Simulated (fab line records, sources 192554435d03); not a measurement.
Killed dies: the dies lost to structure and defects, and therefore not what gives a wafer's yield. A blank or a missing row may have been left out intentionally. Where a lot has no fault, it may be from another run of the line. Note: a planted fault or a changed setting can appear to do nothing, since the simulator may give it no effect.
Chamber matching | flow n5-finfet | 4 sister chambers for N5_BEOL_M8_DESCUM_16 on rie-diel-05
The step chemistry O2, time 7.9 s. 4 wafers are shown with their chamber, then 11 later ones without.

## WAFERS PAIRED WITH THEIR CHAMBERS
wafer  | chamber | showerhead-plenum-p-Torr (Torr)
L088.1 | 3       | 2.20
L088.3 | 2       | 2.14
L088.4 | 1       | 2.03
L090.1 | 0       | 2.02

## WAFERS WITH NO CHAMBER GIVEN
wafer  | showerhead-plenum-p-Torr (Torr)
L090.3 | 2.14
L090.5 | 2.02
L092.1 | 2.02
L092.2 | 2.02
L092.3 | 2.14
L094.3 | 2.02
L094.5 | 2.13
L094.6 | 2.02
L096.1 | 2.13
L096.4 | 2.13
L096.5 | 2.02

## WHICH CHAMBER EACH ONE RAN IN
wafer  | from the rows above     | in truth
L090.3 | 2                       | 2
L090.5 | can't be placed: 0 or 1 | 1
L092.1 | can't be placed: 0 or 1 | 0
L092.2 | can't be placed: 0 or 1 | 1
L092.3 | 2                       | 2
L094.3 | can't be placed: 0 or 1 | 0
L094.5 | 2                       | 2
L094.6 | can't be placed: 0 or 1 | 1
L096.1 | 2                       | 2
L096.4 | 2                       | 2
L096.5 | can't be placed: 0 or 1 | 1
Correctly placed: 5 of 11. Unplaceable from these rows: 6, with the true chamber sitting among the candidates in 6. Number placed wrongly: 0.
How it was worked out, from the rows above alone: a wafer's distance from a chamber is the root of the sum, over the readings, of the square of ((its reading less the chamber's mean) divided by the reading's scatter). If the next closest chamber is less than 2 further off than the closest, the wafer can't be placed; otherwise it belongs to the closest. The mean given for a chamber averages the wafers shown for that chamber. The scatter (one wafer shown for each chamber): square how far every hidden wafer sits from the nearest shown wafer, average those squares and take the square root.
